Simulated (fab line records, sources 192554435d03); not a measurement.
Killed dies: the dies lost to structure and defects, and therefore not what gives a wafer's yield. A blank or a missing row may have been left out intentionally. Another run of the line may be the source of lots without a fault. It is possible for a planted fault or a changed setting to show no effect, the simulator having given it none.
Which of the tools did it? | flow n5 finfet | 13 lots with 32 wafers sampled at 5 steps, on a route of 1938 steps

== WHAT EACH GAUGE READ, for each wafer ==
N5_BEOL_M1_CD_MEAS_11 targets a cd of 17.05 nm. Usual: cd nm reads 17.17 nm (standard deviation 0.23).
lot  | measured     | on        | cd nm (nm)        | flag
L911 | day 6 09:49  | cd sem-02 | 16.93 16.92       |
L910 | day 6 12:46  | cd sem-01 | 16.82 16.99       |
L912 | day 6 19:17  | cd sem-02 | 16.97 17.30       |
L914 | day 7 06:31  | cd sem-03 | 17.17 17.28 16.98 |
L916 | day 7 14:34  | cd sem-02 | 17.05 16.70 16.82 |
L917 | day 8 01:01  | cd sem-03 | 17.25 16.90 16.98 |
L924 | day 10 08:11 | cd sem-02 | 16.81 17.13       |
L925 | day 10 13:14 | cd sem-02 | 17.04 16.82 17.01 |
L927 | day 10 13:25 | cd sem-02 | 17.56 17.10 17.35 |
L930 | day 11 04:13 | cd sem-02 | 17.06 17.21 17.51 |
L931 | day 11 08:12 | cd sem-03 | 17.14 16.91       |
L932 | day 11 12:03 | cd sem-02 | 17.22 16.93       |
L933 | day 12 03:52 | cd sem-03 | 17.04 17.39       |

N5_BEOL_M1_OVL_MEAS_12. Usual: M1_OVL typically reads 1.3 nm, with standard deviation 0.79.
lot  | measured     | on         | M1_OVL (nm)   | flag
L911 | day 6 09:52  | overlay-01 | 1.8 1.5       |
L910 | day 6 12:49  | overlay-02 | -0.7 2.0      |
L912 | day 6 19:19  | overlay-02 | 1.4 1.5       |
L914 | day 7 06:32  | overlay-01 | 0.9 -1.3 -0.7 |
L916 | day 7 14:36  | overlay-02 | 1.3 0.3 0.4   |
L917 | day 8 01:02  | overlay-01 | 1.0 1.4 1.2   |
L924 | day 10 08:13 | overlay-02 | 1.3 0.8       |
L925 | day 10 13:16 | overlay-02 | 3.0 1.3 1.8   |
L927 | day 10 13:26 | overlay-01 | -0.1 1.2 1.0  |
L930 | day 11 04:14 | overlay-02 | 1.8 1.7 0.6   |
L931 | day 11 08:15 | overlay-02 | 1.3 1.1       |
L932 | day 11 12:06 | overlay-02 | 1.3 1.9       |
L933 | day 12 03:53 | overlay-01 | 1.4 1.1       |

N5_BEOL_M4_RC_MEAS_101. Usual: DIBL_N 36.0 mV/V, standard deviation 2; DIBL_P 35.9 mV/V, standard deviation 2.5; IOFF_N 0.16 nA/um, standard deviation 0.038; IOFF_P 0.21 nA/um, standard deviation 0.04; ION_N 675 uA/um, standard deviation 14; ION_P 462 uA/um, standard deviation 9.4; SS_N 71.5 mV/dec, standard deviation 0.75; SS_P 73.2 mV/dec, standard deviation 0.74; VT_N 250 mV, standard deviation 3.9; VT_P -251 mV, standard deviation 3.2.
lot  | measured     | on        | DIBL_N (mV/V)  | DIBL_P (mV/V)  | IOFF_N (nA/um) | IOFF_P (nA/um) | ION_N (uA/um) | ION_P (uA/um) | SS_N (mV/dec)  | SS_P (mV/dec)  | VT_N (mV)   | VT_P (mV)      | flag
L911 | day 7 20:10  | prober-01 | 35.2 36.8      | 35.1 35.2      | 0.17 0.21      | 0.22 0.22      | 691 694       | 472 466       | 70.9 71.7      | 73.1 73.5      | 244 242     | -245 -246      |
L910 | day 7 22:37  | prober-01 | 37.7 36.3      | 35.8 33.6      | 0.20 0.16      | 0.20 0.16      | 667 675       | 455 452       | 72.2 71.1      | 72.8 72.4      | 249 250     | -252 -255      |
L912 | day 8 10:36  | prober-01 | 40.0 32.6      | 37.8 30.3      | 0.23 0.12      | 0.28 0.18      | 690 679       | 468 474       | 72.1 69.8      | 74.2 72.2      | 242 249     | -246 -251      |
L914 | day 9 05:07  | prober-01 | 37.3 32.4 38.7 | 37.2 31.9 39.4 | 0.17 0.11 0.20 | 0.19 0.14 0.25 | 664 654 670   | 446 445 459   | 72.3 70.8 71.8 | 73.7 72.6 74.5 | 251 256 246 | -255 -257 -251 |
L916 | day 9 08:00  | prober-02 | 32.5 35.9 35.7 | 32.2 35.1 35.0 | 0.11 0.15 0.15 | 0.16 0.19 0.18 | 679 676 675   | 473 460 464   | 69.6 70.2 70.1 | 71.7 73.4 72.7 | 256 251 251 | -251 -251 -249 |
L917 | day 9 13:16  | prober-01 | 34.7 35.0 37.0 | 33.1 34.7 35.0 | 0.14 0.15 0.18 | 0.18 0.20 0.20 | 668 675 661   | 461 464 456   | 71.0 71.1 73.0 | 72.9 73.1 73.8 | 250 249 249 | -253 -250 -250 |
L924 | day 12 04:47 | prober-02 | 35.2 32.2      | 36.0 30.1      | 0.17 0.10      | 0.22 0.13      | 695 655       | 472 448       | 71.0 70.8      | 73.5 71.6      | 248 257     | -248 -258      |
L925 | day 12 04:15 | prober-01 | 38.6 38.6 35.6 | 39.3 39.2 36.2 | 0.22 0.21 0.17 | 0.24 0.26 0.20 | 685 683 696   | 466 472 474   | 72.4 72.2 71.3 | 73.3 73.0 72.3 | 248 248 248 | -251 -248 -249 |
L927 | day 12 05:52 | prober-02 | 33.6 35.3 34.5 | 34.1 36.7 37.0 | 0.12 0.14 0.14 | 0.17 0.20 0.21 | 669 647 688   | 457 447 473   | 71.5 71.2 70.9 | 72.7 72.7 73.6 | 255 251 250 | -253 -249 -249 |
L930 | day 12 12:43 | prober-01 | 36.8 31.9 35.9 | 37.8 32.6 36.6 | 0.16 0.09 0.15 | 0.21 0.15 0.20 | 685 660 676   | 465 463 468   | 71.4 70.5 71.2 | 73.6 71.4 72.9 | 250 258 251 | -248 -256 -251 |
L931 | day 13 08:21 | prober-01 | 36.6 37.0      | 36.4 37.0      | 0.14 0.16      | 0.22 0.24      | 661 672       | 458 466       | 71.7 71.4      | 73.2 73.7      | 253 249     | -250 -249      |
L932 | day 13 13:23 | prober-01 | 34.7 33.0      | 35.0 31.9      | 0.12 0.11      | 0.17 0.15      | 664 663       | 460 464       | 71.2 70.9      | 72.7 71.9      | 254 258     | -253 -256      |
L933 | day 13 23:28 | prober-01 | 38.3 39.1      | 37.2 37.9      | 0.19 0.21      | 0.21 0.22      | 689 679       | 465 454       | 72.3 73.5      | 74.2 73.3      | 249 246     | -253 -250      |

== WHAT TOOL EACH LOT RAN ON (gives the tool, then ch and the chambers of the sampled wafers, and finally the start) ==
lot  | N5_BEOL_M1_HM_DEP_02         | N5_BEOL_M1_COAT_05
L911 | pvd sputter-03, day 6 09:18  | litho track-03 ch 0, day 6 09:26
L910 | pvd sputter-02, day 6 12:23  | litho track-01 ch 0, day 6 12:31
L912 | pvd sputter-03, day 6 18:53  | litho track-01 ch 0, day 6 19:01
L914 | pvd sputter-01, day 7 06:07  | litho track-04 ch 0, day 7 06:15
L916 | pvd sputter-02, day 7 14:03  | litho track-03 ch 0, day 7 14:11
L917 | pvd sputter-03, day 8 00:29  | litho track-03 ch 0, day 8 00:38
L924 | pvd sputter-01, day 10 07:43 | litho track-01 ch 0, day 10 07:47
L925 | pvd sputter-01, day 10 12:43 | litho track-04 ch 0, day 10 12:51
L927 | pvd sputter-01, day 10 13:01 | litho track-01 ch 0, day 10 13:09
L930 | pvd sputter-01, day 11 03:49 | litho track-03 ch 0, day 11 03:57
L931 | pvd sputter-03, day 11 07:51 | litho track-03 ch 0, day 11 07:56
L932 | pvd sputter-02, day 11 11:35 | litho track-01 ch 0, day 11 11:40
L933 | pvd sputter-03, day 12 03:28 | litho track-03 ch 0, day 12 03:36
- N5_BEOL_M1_HM_DEP_02: deposits TiN, target thk 20 nm.
- N5_BEOL_M1_COAT_05: resist thk 30 nm.

== WHAT THE TOOLS THEMSELVES READ (means of the sampled wafers that have a number; where no wafer has one, the mark that the record gives instead) ==
N5_BEOL_M1_HM_DEP_02. Usual: throttle valve pct reads 29.8 % (standard deviation 0.96).
lot  | tool           | throttle valve pct (%) | flag
L911 | pvd sputter-03 | 30.8                   |
L910 | pvd sputter-02 | 30.3                   |
L912 | pvd sputter-03 | 31.6                   |
L914 | pvd sputter-01 | 29.9                   |
L916 | pvd sputter-02 | 29.8                   |
L917 | pvd sputter-03 | 30.8                   |
L924 | pvd sputter-01 | 29.1                   |
L925 | pvd sputter-01 | 29.7                   |
L927 | pvd sputter-01 | 30.1                   |
L930 | pvd sputter-01 | 29.4                   |
L931 | pvd sputter-03 | 30.4                   |
L932 | pvd sputter-02 | 30.1                   |
L933 | pvd sputter-03 | 31.0                   |

N5_BEOL_M1_COAT_05. Usual: exhaust pa 45.0 Pa, standard deviation 0.93; spin speed rpm 1500.2 rpm, standard deviation 1.1.
lot  | tool           | exhaust pa (Pa) | spin speed rpm (rpm) | flag
L911 | litho track-03 | 44.0            | 1500.4               |
L910 | litho track-01 | 45.4            | 1498.7               |
L912 | litho track-01 | 43.8            | 1499.8               |
L914 | litho track-04 | 45.7            | 1499.4               |
L916 | litho track-03 | 44.3            | 1421.8               | OFF
L917 | litho track-03 | 44.8            | 1420.9               | OFF
L924 | litho track-01 | 45.1            | 1501.0               |
L925 | litho track-04 | 45.0            | 1501.3               |
L927 | litho track-01 | 45.1            | 1501.1               |
L930 | litho track-03 | 43.6            | 1500.0               |
L931 | litho track-03 | 45.2            | 1500.8               |
L932 | litho track-01 | 45.9            | 1500.5               |
L933 | litho track-03 | 44.5            | 1499.3               |

== THE ANSWER, worked out from the rows above alone ==
Rule: lot off if the mean of its wafers having a number is beyond 3 standard deviations from the usual mean. A lot without any number at a reading at which 4 lots or more have one is off too. Any other lot the step has rows for is counted as sound. The gauges are gone through in route order, then the tools' own readings, and for those a lot's mean is taken as printed above. At the first step where some lot is off, the reading lying furthest off is the one used; lots without a number count as furthest.
Off at N5_BEOL_M1_COAT_05 (spin speed rpm): L916, L917.
A tool fits if, at that step or a process step before it, it ran every lot that is off, and no sound lot after the first of them. Of those tried, none fits.

== WHAT THE SIMULATOR HAD PUT IN ==
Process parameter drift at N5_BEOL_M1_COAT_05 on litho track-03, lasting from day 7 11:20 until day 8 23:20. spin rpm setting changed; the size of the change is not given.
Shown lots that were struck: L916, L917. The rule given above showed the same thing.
